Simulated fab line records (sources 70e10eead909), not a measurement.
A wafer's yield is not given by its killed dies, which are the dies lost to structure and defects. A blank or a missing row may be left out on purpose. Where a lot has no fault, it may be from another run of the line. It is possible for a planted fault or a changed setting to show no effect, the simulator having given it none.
Chamber matching || flow nand harc || NHARC_A_WL_FILL_STRIP_29 on rie diel-09: 4 sister chambers
The step strips in O2, time 20 s. 14 wafers are shown with their chamber, then 7 later ones without.

WAFERS WITH THEIR CHAMBER
{"wafer": "L076.4", "chamber": 3, "drypump motor current A (A)": 5.0, "oes product au (a.u.)": 0.999, "rf vpp V (V)": 58.8}
{"wafer": "L076.5", "chamber": 1, "drypump motor current A (A)": 5.8, "oes product au (a.u.)": 0.973, "rf vpp V (V)": 57.7}
{"wafer": "L076.6", "chamber": 2, "drypump motor current A (A)": 5.4, "oes product au (a.u.)": 0.984, "rf vpp V (V)": 58.3}
{"wafer": "L083.1", "chamber": 0, "drypump motor current A (A)": 5.4, "oes product au (a.u.)": 1.007, "rf vpp V (V)": 58.1}
{"wafer": "L083.5", "chamber": 2, "drypump motor current A (A)": 5.4, "oes product au (a.u.)": 1.005, "rf vpp V (V)": 58.5}
{"wafer": "L083.6", "chamber": 3, "drypump motor current A (A)": 5.0, "oes product au (a.u.)": 1.001, "rf vpp V (V)": 58.2}
{"wafer": "L084.4", "chamber": 0, "drypump motor current A (A)": 5.4, "oes product au (a.u.)": 1.012, "rf vpp V (V)": 57.1}
{"wafer": "L084.5", "chamber": 2, "drypump motor current A (A)": 5.3, "oes product au (a.u.)": 0.992, "rf vpp V (V)": 56.9}
{"wafer": "L084.6", "chamber": 3, "drypump motor current A (A)": 5.0, "oes product au (a.u.)": 0.996, "rf vpp V (V)": 57.8}
{"wafer": "L090.1", "chamber": 2, "drypump motor current A (A)": 5.4, "oes product au (a.u.)": 1.015, "rf vpp V (V)": 58.5}
{"wafer": "L090.5", "chamber": 2, "drypump motor current A (A)": 5.4, "oes product au (a.u.)": 1.012, "rf vpp V (V)": 58.5}
{"wafer": "L090.6", "chamber": 1, "drypump motor current A (A)": 5.8, "oes product au (a.u.)": 0.990, "rf vpp V (V)": 56.3}
{"wafer": "L093.1", "chamber": 0, "drypump motor current A (A)": 5.3, "oes product au (a.u.)": 1.001, "rf vpp V (V)": 58.4}
{"wafer": "L093.4", "chamber": 0, "drypump motor current A (A)": 5.4, "oes product au (a.u.)": 1.007, "rf vpp V (V)": 57.5}

SIGNATURES (averages over the wafers above)
{"reading": "drypump motor current A", "chamber 0": 5.375, "chamber 1": 5.800, "chamber 2": 5.380, "chamber 3": 5.000, "scatter within a chamber": 0.0394}
{"reading": "oes product au", "chamber 0": 1.00675, "chamber 1": 0.98150, "chamber 2": 1.00160, "chamber 3": 0.99867, "scatter within a chamber": 0.00959}
{"reading": "rf vpp V", "chamber 0": 57.775, "chamber 1": 57.000, "chamber 2": 58.140, "chamber 3": 58.267, "scatter within a chamber": 0.668}
Rule: a wafer lies at a distance from a chamber equal to the root of the sum of squares, over the readings, of (its reading less the chamber's mean, divided by the reading's scatter). If the next closest chamber is less than 2 further off than the closest, the wafer can't be placed; otherwise it belongs to the closest. The scatter: the root of (the sum of the squares of (reading less its chamber's mean) over the shown wafers, divided by (wafers less chambers)).

WAFERS MISSING THEIR CHAMBER
{"wafer": "L093.6", "drypump motor current A (A)": 5.4, "oes product au (a.u.)": 0.987, "rf vpp V (V)": 59.4}
{"wafer": "L097.3", "drypump motor current A (A)": 5.3, "oes product au (a.u.)": 1.002, "rf vpp V (V)": 58.7}
{"wafer": "L097.5", "drypump motor current A (A)": 5.4, "oes product au (a.u.)": 0.993, "rf vpp V (V)": 58.1}
{"wafer": "L097.6", "drypump motor current A (A)": 5.0, "oes product au (a.u.)": 0.998, "rf vpp V (V)": 56.8}
{"wafer": "L096.1", "drypump motor current A (A)": 5.4, "oes product au (a.u.)": 1.004, "rf vpp V (V)": 58.5}
{"wafer": "L096.3", "drypump motor current A (A)": 5.0, "oes product au (a.u.)": 1.009, "rf vpp V (V)": 58.5}
{"wafer": "L096.4", "drypump motor current A (A)": 5.8, "oes product au (a.u.)": 0.979, "rf vpp V (V)": 56.6}

WHICH CHAMBER EACH ONE RAN IN
{"wafer": "L093.6", "from the rows above": "can't be placed: 2 or 0", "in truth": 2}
{"wafer": "L097.3", "from the rows above": "can't be placed: 2 or 0", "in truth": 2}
{"wafer": "L097.5", "from the rows above": "can't be placed: 2 or 0", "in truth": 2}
{"wafer": "L097.6", "from the rows above": 3, "in truth": 3}
{"wafer": "L096.1", "from the rows above": "can't be placed: 2 or 0", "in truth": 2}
{"wafer": "L096.3", "from the rows above": 3, "in truth": 3}
{"wafer": "L096.4", "from the rows above": 1, "in truth": 1}
Correct placement for 3 of the 7. Unplaceable from these rows: 4, with the true chamber sitting among the candidates in 4. Wrongly placed: 0.
